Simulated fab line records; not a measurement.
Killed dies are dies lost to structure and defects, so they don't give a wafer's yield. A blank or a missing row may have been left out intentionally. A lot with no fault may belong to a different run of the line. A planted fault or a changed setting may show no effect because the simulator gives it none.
Comparing a struck lot with a sound one :: flow nand-harc :: 42 out of 1159 route steps
Sound: these wafers, L349.2, L349.3, L349.6. Struck: wafers L364.1, L364.6 (left out: L364.2, a lot-mate that was not struck); the cause follows at the end.
Per side, at each step with rows, come the tool, then ch with its chambers, and then its first start. Under that, the readings that differ: sound wafers :: struck wafers :: difference of the means :: sigmas: that difference in standard deviations of wafers without a fault.
alike: same words and numbers on both sides, and readings whose means sit less than 2 such deviations apart. not compared: any withheld reading, any reading some wafer has no value for, any bound like >300 that may hide the same value, and any number with overlapping values for which the record gives no deviation.
The two part at a step that has a row with sigmas, a row that says differs or no value, or rows on one side only. Non-overlapping numbers with no deviation appear without sigmas and do not part them. A reading that every wafer of one side lacks parts them only if that side has two wafers or more.

NHARC_A_CONTACT_ETCH_119: etches the open film in C4F8/O2/Ar, time 94 s, target depth 922 nm.
  sound on har-cap-etch-03 ch 0,1, day 16 23:25; struck on har-cap-etch-01 ch 0,1, day 20 04:17
  alike: oes-air-line-au
  not compared: rf-hours-counter-h
NHARC_A_CONTACT_ETCH_120: etches the open film in C4F8/O2/Ar, time 94 s, target depth 922 nm.
  sound on har-cap-etch-03 ch 0,1, day 16 23:30; struck on har-cap-etch-01 ch 0,1, day 20 04:23
  alike: oes-air-line-au
  not compared: rf-hours-counter-h
then, 4 steps without rows for these wafers: NHARC_A_CONTACT_ETCH_121 (etches the open film in C4F8/O2/Ar, time 94 s, target depth 922 nm); NHARC_A_CONTACT_ETCH_122 (etches the open film in C4F8/O2/Ar, time 95 s, target depth 930 nm); NHARC_A_CONTACT_ETCH_123 (etches the open film in C4F8/O2/Ar, time 253 s, target depth 1090 nm); NHARC_A_CONTACT_ETCH_90 (etches the open film in CH3F/O2, target depth 40 nm, time 85.7 s).
NHARC_A_CONTACT_ETCH_96: etches the open film in C4F6/O2, target depth 20 nm, time 10 s.
  sound on rie-diel-01 ch 2,3; struck on rie-diel-01 ch 0,1
  alike: drypump-motor-current-A, oes-product-au, rf-vpp-V, showerhead-plenum-p-Torr, throttle-valve-pct
  not compared: rf-hours-counter-h
NHARC_A_CONTACT_CD_MEAS_53:
  sound: cd-sem-01 at day 17 00:38; struck: cd-sem-01 at day 20 05:29
  alike: cd-nm
then, 4 steps without rows for these wafers: NHARC_A_CONTACT_STRIP_99 (strips in N2/H2); NHARC_A_CONTACT_STRIP_100 (strips in CF4/CHF3); NHARC_A_CONTACT_STRIP_101 (strips in O2/COS); NHARC_A_CONTACT_ETCH_102 (etches the open film in CF4/O2, target depth 70 nm, overetch 7 nm, time 38.5 s).
NHARC_A_CONTACT_STRIP_55: strips in O2.
  sound on rie-diel-04 ch 0,1,2, day 17 01:04; struck on rie-diel-01 ch 2, day 20 06:23
  alike: drypump-motor-current-A, oes-product-au, rf-vpp-V, showerhead-plenum-p-Torr, throttle-valve-pct
  not compared: rf-hours-counter-h
then, 13 steps without rows for these wafers: NHARC_A_CONTACT_STRIP_56 (strips in post etch residue remover, time 600 s); NHARC_A_CONTACT_DEP_57 (deposits aC, target thk 2800 nm); NHARC_A_CONTACT_DEP_58 (deposits SiON, target thk 60 nm); NHARC_A_CONTACT_DEHYDRATE_59 (time 120 s); NHARC_A_CONTACT_HMDS_60 (time 30 s); NHARC_A_CONTACT_COAT_61 (time 75 s); NHARC_A_CONTACT_COAT_62 (time 65 s); NHARC_A_CONTACT_COAT_63 (resist thk 90 nm); NHARC_A_CONTACT_SOFTBAKE_64 (time 55 s); NHARC_A_CONTACT_EBR_65; NHARC_A_CONTACT_EXPOSE_66 (exposes mask A CC 2); NHARC_A_CONTACT_PEB_67 (peb time 65 s); NHARC_A_CONTACT_DEVELOP_68 (develop time 35 s).
NHARC_A_CONTACT_CD_MEAS_69 targets a cd of 200 nm.
  sound on cd-sem-02 ch 0, day 17 04:19; struck on cd-sem-01 ch 0, day 20 10:35
  alike: cd-nm
NHARC_A_CONTACT_OVL_MEAS_70:
  sound: overlay-02 at day 17 04:25; struck: overlay-02 at day 20 10:40
  alike: overlay-x-nm, overlay-y-nm
then, 8 steps without rows for these wafers: NHARC_A_CONTACT_DESCUM_74 (chemistry O2, time 3 s); NHARC_A_CONTACT_ETCH_75 (etches the open film in CF4, target depth 39 nm, time 65 s); NHARC_A_CONTACT_ETCH_76 (etches the open film in N2/H2, target depth 260 nm, time 475.3 s); NHARC_A_CONTACT_ETCH_77 (etches the open film in CF4/CHF3, target depth 72.6 nm, time 36.3 s); NHARC_A_CONTACT_ETCH_78 (etches the open film in O2/COS, target depth 2800 nm, time 728 s); NHARC_A_CONTACT_ETCH_124 (etches the open film in C4F8/O2/Ar, time 140 s, target depth 700 nm); NHARC_A_CONTACT_ETCH_125 (etches the open film in C4F8/O2/Ar, time 155 s, target depth 956 nm); NHARC_A_CONTACT_ETCH_126 (etches the open film in C4F8/O2/Ar, time 155 s, target depth 956 nm).
NHARC_A_CONTACT_ETCH_127: etches the open film in C4F8/O2/Ar, time 155 s, target depth 956 nm.
  sound on har-cap-etch-02 ch 0,1, day 17 06:17; struck on har-cap-etch-02 ch 0,1, day 20 12:24
  alike: oes-air-line-au
  not compared: rf-hours-counter-h
then, 3 steps without rows for these wafers: NHARC_A_CONTACT_ETCH_128 (etches the open film in C4F8/O2/Ar, time 155 s, target depth 956 nm); NHARC_A_CONTACT_ETCH_129 (etches the open film in C4F8/O2/Ar, time 155 s, target depth 956 nm); NHARC_A_CONTACT_ETCH_130 (etches the open film in C4F8/O2/Ar, time 155 s, target depth 956 nm).
NHARC_A_CONTACT_ETCH_131: etches the open film in C4F8/O2/Ar, time 155 s, target depth 956 nm.
  sound on har-cap-etch-02 ch 0,1, day 17 06:51; struck on har-cap-etch-02 ch 0,1, day 20 12:58
  alike: oes-air-line-au
  not compared: rf-hours-counter-h
-- break in the record here, with 3 days between the starts of the struck wafers on either side (left off in module A_CONTACT, picked up again in module END, where the first step shown is number 1159 on the route) --
NHARC_END_SORT_01:
  sound on prober-02 ch 0, day 19 20:12; struck on prober-01 ch 0, day 23 08:05
reading: killed-at-array
sound: 17 27 23
struck: 98 110
difference: +82
sigmas: +9

reading: killed-at-other
sound: 0 0 0
struck: 2 4
difference: +3
sigmas: +2

reading: killed-dies
sound: 21 33 29
struck: 108 122
difference: +87
sigmas: +9
  alike: killed-at-periphery, killed-open, killed-short

== WHERE THEY PART ==
At NHARC_END_SORT_01 and nowhere else, as far as this record goes.

WHY: what had been put in by the simulator
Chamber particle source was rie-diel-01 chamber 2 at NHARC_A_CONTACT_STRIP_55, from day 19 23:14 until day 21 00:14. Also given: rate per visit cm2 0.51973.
